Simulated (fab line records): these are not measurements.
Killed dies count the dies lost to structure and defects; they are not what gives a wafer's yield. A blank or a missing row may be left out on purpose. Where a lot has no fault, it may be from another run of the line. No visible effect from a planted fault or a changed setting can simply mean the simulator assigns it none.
fab line records	flow nandHarc
[record] lots = 11	wafers = 33	lastDay = 25
route steps=1159 shown A_BONDPAD@1085 THIN_TSV@1107 END@1159
lots that met no fault: taken from a fault-free run of the same line
startH: the number of hours between the record's first day and the start of the first shown wafer of the lot	waitH: time in hours since the lot's previous step	" identical to the entry in the row above	L1.1+2: a row that stands for several wafers	- either no value or no given start	* or withheld: withheld	< > ~ a bound
route shown NAME@n: names a module that has steps shown in the file, with the first one's number in the route	usual: mean/standard deviation of fault-free wafers	same: alike in all rows	chamber/n: place in a boat	sites: the reading at each site	_std_site: their standard deviation	_edge_site: inner sites' mean taken away from outer sites' mean	radiusMm: how far each site lies from the wafer's centre	mask NAME#n: copy n	behind: tool/chamber where the wafer was last shaped	hold: why the lot went on hold/how many hours it stayed there/how the hold came to an end	device: which transistor (n, p or np) failed to switch	end of line: the same wafers' tests at the end of the route	a step with no rows: only its recipe	killed: the dies lost at the first sort to structure and to defects; this is not the yield of the wafer	map: the dies of a wafer, with x for killed, . for not killed, _ for no die there
set.NAME: the setting as run; set.NAME@STEP: as run at that earlier step	model.NAME: the simulator's own value behind a step, which no gauge read
a sample of lots followed through the steps of the route, with each step as a table and each wafer as a row
services: when a tool's chamber went out of use (startH, in hours from the record's first day, below 0 if earlier), for how many hours, and the reason
[[steps]]
[step NHARC_A_BONDPAD_PVD_27]
[recipe] targetThkA = 300	chamberPressurePa = 5	powerW = 5000	substrateTempC = 30	timeS = 20.49	material = Cu
[usual] throttleValvePct = 30.0/1.1
lot.wafer	tool	chamber	startH	waitH	throttleValvePct
L290.3	pvdSputter-01	-	-	-	28.9
L290.4	"	-	"	"	30.1
L290.5	"	-	"	"	28.7
L291.3	pvdSputter-01	-	-	-	32.3
L291.2	"	-	"	"	29.1
L291.5	"	-	"	"	32.4
L293.4	pvdSputter-03	-	-	-	28.4
L293.1	"	-	"	"	31.4
L293.6	"	-	"	"	29.2
L301.1	pvdSputter-03	-	-	-	30.9
L301.4	"	-	"	"	31.0
L301.5	"	-	"	"	29.3
L300.4	pvdSputter-02	-	-	-	29.1
L300.3	"	-	"	"	31.3
L300.5	"	-	"	"	31.5
L302.1	pvdSputter-03	-	-	-	31.0
L302.3	"	-	"	"	27.9
L302.6	"	-	"	"	31.2
L304.2	pvdSputter-03	-	-	-	30.6
L304.3	"	-	"	"	31.4
L304.6	"	-	"	"	30.5
L307.2	pvdSputter-01	-	-	-	30.1
L307.5	"	-	"	"	29.9
L307.6	"	-	"	"	31.0
L306.4	pvdSputter-01	-	-	-	31.0
L306.6	"	-	"	"	29.4
L306.5	"	-	"	"	30.1
L309.3	pvdSputter-02	-	-	-	31.2
L309.4	"	-	"	"	30.3
L309.6	"	-	"	"	30.9
L308.4	pvdSputter-03	-	-	-	30.9
L308.3	"	-	"	"	30.6
L308.5	"	-	"	"	27.7
[step NHARC_THIN_TSV_DEP_43]
[recipe] targetThkA = 13285	tempC = withheld	pressureTorr = 6.5	rfW = 900	teosFlowSccm = 161.4	flowSccm = 2650	targetThkNm = 1328.5	gas = O2	material = SiO2
[usual] mfcPrecursorSccm = 161.5/0.47	rfFwdPowerW = 898/3.1	throttleValvePct = 16.2/0.51
lot.wafer	tool	chamber	startH	waitH	mfcPrecursorSccm	rfFwdPowerW	throttleValvePct
L290.3	pecvd-01	1	433.99	-	162.1	900	16.7
L290.4	"	0	"	"	161.5	895	16.5
L290.5	"	1	"	"	161.6	899	16.7
L291.2	pecvd-01	1	448.47	-	160.3	903	16.7
L291.3	"	2	"	"	161.8	898	16.0
L291.5	"	2	"	"	161.7	893	16.2
L293.1	pecvd-01	1	458.85	-	161.8	894	16.7
L293.4	"	2	"	"	162.0	895	15.8
L293.6	"	0	"	"	161.2	894	16.6
L301.1	pecvd-03	1	518.67	-	161.8	896	15.3
L301.4	"	2	"	"	161.7	899	15.8
L301.5	"	0	"	"	161.7	904	16.4
L300.3	pecvd-03	0	520.10	-	162.4	902	16.3
L300.5	"	2	"	"	160.7	901	15.9
L300.4	"	0	"	"	161.6	898	16.3
L302.1	pecvd-04	2	533.26	-	161.3	897	17.0
L302.3	"	0	"	"	161.2	890	15.6
L302.6	"	2	"	"	161.6	897	16.9
L304.3	pecvd-03	2	535.68	-	162.1	895	15.8
L304.2	"	0	"	"	161.8	902	16.5
L304.6	"	1	"	"	161.6	897	15.4
L307.2	pecvd-03	0	548.75	-	161.1	895	16.4
L307.6	"	2	"	"	161.6	896	15.7
L307.5	"	0	"	"	161.9	895	16.2
L306.4	pecvd-01	2	550.06	-	161.9	899	16.2
L306.6	"	0	"	"	162.4	899	16.7
L306.5	"	1	"	"	161.0	899	16.9
L309.3	pecvd-03	0	555.85	-	161.1	901	16.4
L309.4	"	1	"	"	162.4	896	15.6
L309.6	"	1	"	"	161.6	896	15.7
L308.3	pecvd-04	1	575.54	-	161.6	899	16.3
L308.5	"	2	"	"	161.6	895	16.8
L308.4	"	0	"	"	162.3	900	15.3
[step NHARC_THIN_TSV_DESCUM_14]
[recipe] timeS = 3	o2FlowSccm = 200	arFlowSccm = 0	biasPowerW = 0	chemistry = O2
[usual] drypumpMotorCurrentA = 5.7/0.52	oesProductAu = 1.000/0.0072	rfVppV = 57.7/0.97	showerheadPlenumPTorr = 1.90/0.083	throttleValvePct = 11.312/0.0096
lot.wafer	tool	chamber	startH	waitH	drypumpMotorCurrentA	oesProductAu	rfHoursCounterH	rfVppV	showerheadPlenumPTorr	throttleValvePct
L290.3	rieDiel-12	3	434.90	-	6.3	1.005	4	57.6	1.96	11.315
L290.4	"	0	"	"	5.9	0.993	4	56.2	1.78	11.293
L290.5	"	0	"	"	5.9	1.001	-	56.5	1.78	11.328
L291.3	rieDiel-09	3	449.41	-	5.4	0.998	1	58.1	1.92	11.301
L291.2	"	0	"	"	5.1	0.988	1	59.1	2.02	11.312
L291.5	"	0	"	"	5.1	1.001	-	58.7	2.02	11.297
L293.1	rieDiel-09	3	459.84	-	5.4	1.011	2	57.7	1.92	11.308
L293.4	"	3	"	"	5.4	0.992	-	57.6	1.92	11.313
L293.6	"	0	"	"	5.1	0.997	-	58.0	2.02	11.302
L301.4	rieDiel-09	0	519.57	-	5.1	1.000	8	58.5	2.02	11.296
L301.1	"	3	"	"	5.4	0.995	8	58.1	1.92	11.298
L301.5	"	1	"	"	5.1	0.987	-	58.0	1.94	11.310
L300.3	rieDiel-09	0	521.04	-	5.1	0.994	8	58.5	2.02	11.308
L300.4	"	1	"	"	5.1	1.001	7	57.2	1.94	11.295
L300.5	"	0	"	"	5.1	0.996	-	59.0	2.02	11.315
L302.1	rieDiel-09	1	534.27	-	5.1	1.004	9	57.2	1.94	11.305
L302.3	"	2	"	"	6.5	0.998	10	56.4	1.82	11.314
L302.6	"	1	"	"	5.1	0.990	-	59.0	1.94	11.316
L304.2	rieDiel-09	1	536.62	-	5.1	1.003	9	58.8	1.94	11.300
L304.3	"	0	"	"	5.1	0.992	9	58.9	2.01	11.325
L304.6	"	2	"	"	6.5	1.007	-	59.5	1.82	11.307
L307.2	rieDiel-09	1	549.66	-	5.1	0.995	10	57.8	1.94	11.294
L307.5	"	3	"	"	5.4	0.991	-	58.4	1.92	11.315
L307.6	"	0	"	"	5.1	0.993	-	57.1	2.01	11.302
L306.4	rieDiel-12	0	550.92	-	5.9	1.000	11	57.2	1.78	11.322
L306.5	"	0	"	"	5.9	0.998	-	56.3	1.77	11.311
L306.6	"	1	"	"	5.4	1.003	-	57.7	1.83	11.315
L309.4	rieDiel-05	0	556.84	-	5.8	1.001	2	57.8	1.85	11.309
L309.3	"	3	"	"	5.6	0.999	2	55.9	2.05	11.309
L309.6	"	1	"	"	5.1	0.996	-	57.3	1.79	11.309
L308.4	rieDiel-09	1	576.54	-	5.1	1.005	13	56.2	1.94	11.316
L308.3	"	2	"	"	6.4	1.001	14	58.0	1.82	11.330
L308.5	"	0	"	"	5.1	1.000	-	58.2	2.01	11.306
[step NHARC_THIN_TSV_ETCHBACK_48]
[recipe] targetDepthA = 10285	overEtchFrac = 0.3	timeS = 405.17	ionEnergyEv = 250	c4f8FlowSccm = withheld	arFlowSccm = withheld	rfW = 600	biasW = 300	chemistry = C4F8/Ar
[usual] biasW = 300.0/0.89	oesProductAu = 0.939/0.026	rfFwdPowerW = 599.0/1.9	rfVppV = 546/3.3	runLengthS = 426.4/0.36
lot.wafer	tool	chamber	startH	waitH	biasW	oesProductAu	rfFwdPowerW	rfHoursCounterH	rfVppV	runLengthS
L290.4	rieDiel-12	0	437.45	-	296.9	0.934	597.3	4	543	426.8
L290.3	"	3	"	"	299.4	0.936	596.0	4	548	425.9
L290.5	"	1	"	"	301.3	0.917	601.4	-	545	426.6
L291.3	rieDiel-09	2	451.52	-	299.7	0.977	601.4	1	545	426.2
L291.2	"	0	"	"	302.3	0.968	599.1	2	551	426.9
L291.5	"	1	"	"	300.3	0.974	600.3	-	548	427.1
L293.1	rieDiel-12	1	463.05	-	299.9	0.935	600.1	5	544	426.9
L293.6	"	3	"	"	-	0.931	-	-	547	325.7
L293.4	"	0	"	"	-	0.922	-	-	542	326.2
L301.4	rieDiel-12	2	521.68	-	300.9	0.914	598.5	9	549	426.4
L301.1	"	0	"	"	299.5	0.918	601.4	10	542	426.9
L301.5	"	2	"	"	300.0	0.925	600.4	-	550	426.3
L300.4	rieDiel-09	1	523.31	-	300.3	0.920	598.6	8	548	427.2
L300.3	"	3	"	"	299.5	0.928	600.2	9	547	426.5
L300.5	"	2	"	"	299.6	0.933	600.0	-	543	426.7
L302.1	rieDiel-12	2	536.34	-	299.7	0.926	596.9	10	551	426.0
L302.3	"	1	"	"	298.4	0.924	596.4	10	544	426.6
L302.6	"	2	"	"	298.7	0.922	600.2	-	550	425.9
L304.2	rieDiel-12	0	539.35	-	299.1	0.991	600.0	11	542	426.8
L304.3	"	1	"	"	300.1	0.992	601.4	11	544	426.5
L304.6	"	3	"	"	301.6	1.006	599.9	-	548	426.4
L307.2	rieDiel-12	3	551.79	-	300.3	0.929	597.9	13	548	426.1
L307.5	"	1	"	"	299.7	0.930	598.1	-	544	426.7
L307.6	"	2	"	"	299.8	0.926	598.0	-	551	426.2
L306.4	rieDiel-05	3	553.10	-	299.9	0.930	599.6	2	553	426.4
L306.5	"	1	"	"	300.1	0.931	595.9	-	544	426.5
L306.6	"	2	"	"	301.0	0.940	599.2	-	548	426.3
L309.3	rieDiel-05	0	559.36	0.4	300.3	0.969	598.6	3	543	426.1
L309.4	"	1	"	"	300.3	0.965	598.7	3	543	426.6
L309.6	"	2	"	"	300.1	0.993	596.9	-	548	426.4
L308.4	rieDiel-09	1	578.66	-	300.4	0.923	598.6	13	548	426.5
L308.3	"	2	"	"	299.7	0.924	596.4	15	542	426.7
L308.5	"	0	"	"	297.9	0.920	598.3	-	551	426.6
[step NHARC_END_SORT_01]
[recipe] tempC = 25
[usual] defectLimitedYield = 95.6/1.7	killedAtArray = 27/11	killedAtOther = 0.7/0.93	killedAtPeriphery = 2.9/1.9	killedDies = 30/11	killedOpen = 3.1/1.7	killedShort = 1.9/1.3	sort_bin_2_pct = 1.4/0.68	sort_bin_3_pct = 0.28/0.25	sort_bin_4_pct = 2.8/1.1	sortNPass = 647/11	sortRimYieldPct = 95.4/2.7	sortYieldPct = 95.6/1.7
[same] grossDies = 677	sort_bin_5_pct[%] = 0	sort_bin_6_pct[%] = 0	sort_bin_7_pct[%] = 0	sort_bin_8_pct[%] = 0	sortRimNGross = 106.00
lot.wafer	tool	chamber	startH	waitH	defectLimitedYield[%]	killedAtArray	killedAtOther	killedAtPeriphery	killedDies	killedOpen	killedShort	sort_bin_2_pct[%]	sort_bin_3_pct[%]	sort_bin_4_pct[%]	sortNPass	sortRimYieldPct[%]	sortYieldPct[%]
L293.1	prober-02	0	475.34	2.6	95.7	26	1	2	29	2	1	1.8	0.15	2.4	648	97.2	95.7
L293.4	prober-02	0	477.78	3.5	10.3	23	581	3	607	1	2	86.1	0.44	3.1	70	3.8	10.3
L293.6	prober-02	0	479.41	4.1	9.2	28	582	5	615	6	2	87.7	0.44	2.7	62	18.9	9.2
L304.2	prober-01	0	558.17	2.8	97.6	15	0	1	16	0	2	0.6	0.44	1.3	661	100.0	97.6
L304.3	prober-01	0	558.96	3.1	97.2	15	0	4	19	4	1	0.4	0.15	2.2	658	98.1	97.2
L304.6	prober-01	0	561.36	4.0	97.6	12	0	4	16	6	3	0.9	0.15	1.3	661	99.1	97.6
// killed by level:class
L293.1 A_STAIRCASE:chamberFilmFlake=7 A_CONTACT:chamberFilmFlake=7 A_BLC:chamberFilmFlake=5 A_CHANNEL_HOLE_D1:chamberFilmFlake=4 P_M1:chamberFilmFlake=2 A_ONON_D1:geometricParticle:short=1 A_CHANNEL_HOLE_D1:geometricParticle:open=1 A_CONTACT:geometricParticle:open=1
L293.4 THIN_TSV:areaEtchback=579 A_CONTACT:chamberFilmFlake=6 A_BLC:chamberFilmFlake=5 A_STAIRCASE:chamberFilmFlake=4 A_WL_FILL:chamberFilmFlake=3 A_CHANNEL_HOLE_D1:chamberFilmFlake=2 THIN_TSV:chamberFilmFlake=2 A_WL_FILL:geometricParticle:short=1
L293.6 THIN_TSV:areaEtchback=581 A_STAIRCASE:chamberFilmFlake=9 A_CONTACT:chamberFilmFlake=8 A_CHANNEL_HOLE_D1:chamberFilmFlake=4 A_CONTACT:geometricParticle:open=2 P_STI:chamberFilmFlake=2 A_BLC:chamberFilmFlake=2 P_STI:geometricParticle:open=1
L304.2 A_CHANNEL_HOLE_D1:chamberFilmFlake=10 A_CONTACT:chamberFilmFlake=2 A_CHANNEL_FILL_D1:geometricParticle:short=1 A_M0:geometricParticle:short=1 P_M0:chamberFilmFlake=1 A_M1:chamberFilmFlake=1
L304.3 A_CHANNEL_HOLE_D1:chamberFilmFlake=8 A_CONTACT:chamberFilmFlake=2 P_CONTACT:geometricParticle:short=1 P_CONTACT:geometricParticle:open=1 A_SOURCE_PLATE:geometricParticle:open=1 A_CHANNEL_FILL_D1:geometricParticle:open=1 A_CONTACT:geometricParticle:open=1 P_GATE:chamberFilmFlake=1
L304.6 A_CHANNEL_HOLE_D1:chamberFilmFlake=4 P_M0:geometricParticle:open=2 A_CONTACT:geometricParticle:open=2 P_M1:geometricParticle:short=1 A_SOURCE_PLATE:geometricParticle:open=1 A_CHANNEL_FILL_D1:geometricParticle:open=1 A_CONTACT:geometricParticle:short=1 A_BLC:geometricParticle:short=1
[[services]]
tool	chamber	startH	hours	kind
rieDiel-09	1	394.59	9.7	repair
pecvd-01	-	398.89	0.3	repair
pecvd-01	-	418.85	13.0	pm
rieDiel-09	-	431.12	9.0	pm
rieDiel-05	-	433.74	21.9	repair
pvdSputter-01	-	441.71	2.4	repair
pecvd-03	-	442.50	0.2	repair
rieDiel-09	1	453.67	8.4	repair
pvdSputter-03	-	458.04	10.0	pm
rieDiel-12	2	462.04	9.5	repair
rieDiel-05	3	467.74	11.9	repair
rieDiel-12	0	471.20	8.2	repair
pecvd-03	-	473.21	13.0	pm
pecvd-01	-	503.18	1.4	repair
rieDiel-05	-	505.84	0.2	repair
pvdSputter-03	-	506.48	1.1	repair
pvdSputter-01	-	514.00	10.0	pm
rieDiel-05	-	517.60	9.0	pm
rieDiel-09	-	520.22	0.5	repair
pecvd-03	2	552.08	22.8	repair
rieDiel-12	-	556.40	9.0	pm
pecvd-01	-	570.43	0.9	repair
pvdSputter-01	-	571.94	3.1	repair
pvdSputter-03	-	576.73	1.8	repair
[[key]]
[firstSign] step = NHARC_THIN_TSV_ETCHBACK_48	reading = runLengthS	direction = down	sigmas = 99+	usual = *	struck = *
[effect] step = NHARC_END_SORT_01	reading = killedAtOther	direction = up	sigmas = 99+	usual = 0.7	struck = 581.5
[moreKillsBornAt] NHARC_THIN_TSV_ETCHBACK_48@rieDiel-12 = 1160
metAt NHARC_THIN_TSV_ETCHBACK_48
struckLots L293
struckWafers L293.4,L293.6
laterRowsLeftOut L293.4,L293.6
notActingAt NHARC_A_BONDPAD_PVD_27,NHARC_THIN_TSV_DEP_43,NHARC_THIN_TSV_DESCUM_14
onsetBetween 437.45 463.05
[fault] kind = processParameterDrift	tool = rieDiel-12	chamber = -	onsetH = 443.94	steps = NHARC_THIN_TSV_ETCHBACK_48	channel = timeS	offset = *	shape = step	endH = 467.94	scope = struckWafersOnly	actsIn = *	stated = *
// laterRowsLeftOut: the simulator's readings of these wafers behind a module that went badly wrong aren't trusted and aren't shown, but for the sort
